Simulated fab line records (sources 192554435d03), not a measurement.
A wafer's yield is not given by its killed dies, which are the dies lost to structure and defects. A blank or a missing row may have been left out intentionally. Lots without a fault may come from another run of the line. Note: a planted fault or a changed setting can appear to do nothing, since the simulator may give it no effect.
Chamber matching ; flow n5-finfet ; N5_BEOL_M4_DEP_57 on pecvd-01: 3 sister chambers
The step deposits SiCN from 3MS/NH3, target thk 8 nm, time 14 s. 3 wafers are shown with their chamber, then 7 later ones without.

== WAFERS, EACH WITH ITS CHAMBER ==
wafer;chamber;showerhead-plenum-p-Torr (Torr)
L082.1;1;3.633
L091.1;0;3.651
L091.3;2;3.642

== WAFERS WHOSE CHAMBER IS MISSING ==
wafer;showerhead-plenum-p-Torr (Torr)
L091.5;3.650
L092.1;3.663
L092.2;3.631
L092.6;3.628
L094.1;3.653
L094.5;3.633
L094.6;3.649

== EACH ONE'S CHAMBER ==
wafer;from the rows above;in truth
L091.5;can't be placed: 0 or 2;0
L092.1;can't be placed: 0 or 2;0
L092.2;can't be placed: 1 or 2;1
L092.6;can't be placed: 1 or 2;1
L094.1;can't be placed: 0 or 2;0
L094.5;can't be placed: 1 or 2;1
L094.6;can't be placed: 0 or 2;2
Correctly placed: 0 of 7. Unplaceable from these rows: 7, with the true chamber sitting among the candidates in 7. Placed wrongly: 0.
How it was worked out, from the rows above alone: a wafer's distance from a chamber is the root of the sum, over the readings, of the square of ((its reading less the chamber's mean) divided by the reading's scatter). If the next closest chamber is less than 2 further off than the closest, the wafer can't be placed; otherwise it belongs to the closest. The mean given for a chamber averages the wafers shown for that chamber. The scatter (one wafer shown for each chamber): square how far every hidden wafer sits from the nearest shown wafer, average those squares and take the square root.
